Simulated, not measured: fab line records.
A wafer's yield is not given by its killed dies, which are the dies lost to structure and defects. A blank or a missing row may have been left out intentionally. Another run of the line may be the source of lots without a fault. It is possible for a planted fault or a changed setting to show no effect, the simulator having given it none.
Which tool was responsible?    flow nandHarc    13 lots, 39 wafers sampled, at 5 steps of a route of 1302

WHAT THE GAUGES READ, wafer by wafer
NHARC_END_SORT_01.
lot   measured      on         killedAtArray  killedAtOther  killedAtPeriphery  killedDies   killedOpen  killedShort
L328  day 29 17:32  prober-01  144 113 151    0 0 0          0 12 8             144 125 159  0 2 2       2 6 3
L335  day 32 18:16  prober-01  48 64 48       4 1 4          4 5 2              56 70 54     5 6 2       4 3 3

EACH LOT AND THE TOOL THAT RAN IT (in order: tool; ch and the chambers of the sampled wafers; start)
lot   NHARC_A_WL_FILL_ETCHBACK_26      NHARC_THIN_TSV_ETCH_15           NHARC_THIN_TSV_DEP_47            NHARC_THIN_TSV_ETCHBACK_48
L316  rieSi-01 ch 1,3, day 21 03:41    rieSi-06 ch 1,2, day 23 17:21    pecvd-03 ch 1,2, day 23 18:25    rieDiel-01 ch 0,2,3, day 23 18:50
L317  rieSi-03 ch 2,3, day 21 14:20    rieSi-02 ch 1,2,3, day 24 06:11  pecvd-02 ch 0,1,2, day 24 07:31  rieDiel-08 ch 0,3, day 24 07:49
L315  rieSi-05 ch 0,3, day 21 16:45    rieSi-06 ch 0,1, day 24 07:14    pecvd-03 ch 0,1, day 24 08:17    rieDiel-06 ch 0,3, day 24 08:41
L319  rieSi-05 ch 1,3, day 22 09:56    rieSi-04 ch 2,3, day 24 21:18    pecvd-02 ch 0,2, day 24 22:18    rieDiel-08 ch 1,2, day 24 22:44
L320  rieSi-03 ch 2,3, day 23 08:15    rieSi-02 ch 0,1, day 25 19:41    pecvd-04 ch 1,2, day 25 20:45    rieDiel-08 ch 2,3, day 25 21:06
L321  rieSi-05 ch 0,2,3, day 23 08:16  rieSi-06 ch 0,2,3, day 25 20:53  pecvd-04 ch 0,1,2, day 25 22:01  rieDiel-08 ch 0,1, day 25 22:19
L324  rieSi-05 ch 0,2, day 24 14:24    rieSi-02 ch 0,2,3, day 27 06:38  pecvd-02 ch 0,2, day 27 07:45    rieDiel-08 ch 0,2,3, day 27 08:11
L328  rieSi-05 ch 1,2,3, day 26 09:25  rieSi-04 ch 0,1,3, day 29 02:38  pecvd-02 ch 1,2, day 29 03:42    rieDiel-08 ch 1,2, day 29 04:01
L333  rieSi-01 ch 0,2,3, day 28 11:12  rieSi-04 ch 0,2,3, day 31 07:05  pecvd-02 ch 1,2, day 31 08:10    rieDiel-06 ch 0,3, day 31 08:31
L335  rieSi-01 ch 0,3, day 29 11:10    rieSi-04 ch 0,1,2, day 32 03:21  pecvd-04 ch 0,1,2, day 32 04:22  rieDiel-01 ch 2,3, day 32 04:46
L336  rieSi-05 ch 1,2,3, day 30 03:54  rieSi-02 ch 0,2,3, day 32 21:52  pecvd-04 ch 0,2, day 32 22:56    rieDiel-06 ch 0,1, day 32 23:17
L337  rieSi-03 ch 0,2, day 30 03:54    rieSi-04 ch 0,3, day 32 20:41    pecvd-02 ch 0,1,2, day 32 21:43  rieDiel-08 ch 0,1,2, day 32 22:09
L338  rieSi-01 ch 0,1,3, day 30 19:40  rieSi-04 ch 0,2,3, day 33 15:09  pecvd-02 ch 1,2, day 33 16:51    rieDiel-01 ch 0,1, day 33 17:17
- NHARC_A_WL_FILL_ETCHBACK_26: etches the open film in HBr, target depth 52 nm, time 13.3 s.
- NHARC_THIN_TSV_ETCH_15: target depth 3000 nm, bosch target overetch cycles 2, bosch etch step 2.8 s.
- NHARC_THIN_TSV_DEP_47: deposits SiO2, target thk 200 nm.
- NHARC_THIN_TSV_ETCHBACK_48: etches the open film in C4F8/Ar, target depth 1028.5 nm, time 405.17 s.

AS READ BY THE TOOLS THEMSELVES (means over the sampled wafers that have a number; for cases with no such wafer, the mark the record gives instead)
NHARC_A_WL_FILL_ETCHBACK_26.
lot   tool      drypumpMotorCurrentA (A)  oesProductAu (a.u.)  throttleValvePct (%)
L316  rieSi-01  5.5                       1.017                23.265
L317  rieSi-03  5.4                       1.002                23.264
L315  rieSi-05  6.4                       0.991                23.254
L319  rieSi-05  6.0                       0.999                23.273
L320  rieSi-03  5.3                       0.997                23.269
L321  rieSi-05  6.2                       1.003                23.268
L324  rieSi-05  5.9                       1.014                23.263
L328  rieSi-05  5.8                       1.019                23.270
L333  rieSi-01  5.3                       1.002                23.265
L335  rieSi-01  5.6                       1.002                23.259
L336  rieSi-05  5.8                       1.004                23.270
L337  rieSi-03  5.5                       0.994                23.261
L338  rieSi-01  5.5                       1.003                23.259

NHARC_THIN_TSV_ETCH_15.
lot   tool      drypumpMotorCurrentA (A)
L316  rieSi-06  5.1
L317  rieSi-02  5.3
L315  rieSi-06  5.0
L319  rieSi-04  5.9
L320  rieSi-02  5.2
L321  rieSi-06  5.4
L324  rieSi-02  5.5
L328  rieSi-04  5.2
L333  rieSi-04  5.5
L335  rieSi-04  5.3
L336  rieSi-02  5.5
L337  rieSi-04  5.1
L338  rieSi-04  5.5

NHARC_THIN_TSV_DEP_47.
lot   tool      flowSccm (sccm)  throttleValvePct (%)
L316  pecvd-03  2656             16.7
L317  pecvd-02  2641             15.2
L315  pecvd-03  2645             16.2
L319  pecvd-02  2655             15.0
L320  pecvd-04  2646             16.2
L321  pecvd-04  2654             16.5
L324  pecvd-02  2653             14.7
L328  pecvd-02  2647             14.7
L333  pecvd-02  2651             15.0
L335  pecvd-04  2644             16.1
L336  pecvd-04  2651             16.8
L337  pecvd-02  2648             15.1
L338  pecvd-02  2647             15.0

NHARC_THIN_TSV_ETCHBACK_48.
lot   tool        oesProductAu (a.u.)  rfVppV (V)
L316  rieDiel-01  0.92                 547
L317  rieDiel-08  1.02                 544
L315  rieDiel-06  0.97                 550
L319  rieDiel-08  0.97                 546
L320  rieDiel-08  0.91                 549
L321  rieDiel-08  0.93                 545
L324  rieDiel-08  0.94                 548
L328  rieDiel-08  0.91                 547
L333  rieDiel-06  0.94                 549
L335  rieDiel-01  0.95                 550
L336  rieDiel-06  0.91                 549
L337  rieDiel-08  0.92                 546
L338  rieDiel-01  1.00                 547

THE ANSWER, worked out from the rows above alone
Rule: what is usual is taken from the lots themselves. The widest of any qualifying gaps counts: lots, ordered by their means at a reading, are off when they make up no more than a third of the lots, leave a main group of 4 or more, and stand apart from it by 3 or more times the standard deviation of that group's means. A main group whose means are all the same, to the digits that the tables above print for the reading, isn't used. A lot without any number at a reading at which 4 lots or more have one is off too. All remaining lots with rows at the step are treated as sound. First the gauges in route order, then the tools' own readings, where a lot's mean is used as printed above. The first step at which some lot is off is used, and at that step the reading that is off furthest; a lot without a number counts as furthest.
None of the lots is off at any reading shown; this tells nothing.

WHAT HAD BEEN PUT IN BY THE SIMULATOR
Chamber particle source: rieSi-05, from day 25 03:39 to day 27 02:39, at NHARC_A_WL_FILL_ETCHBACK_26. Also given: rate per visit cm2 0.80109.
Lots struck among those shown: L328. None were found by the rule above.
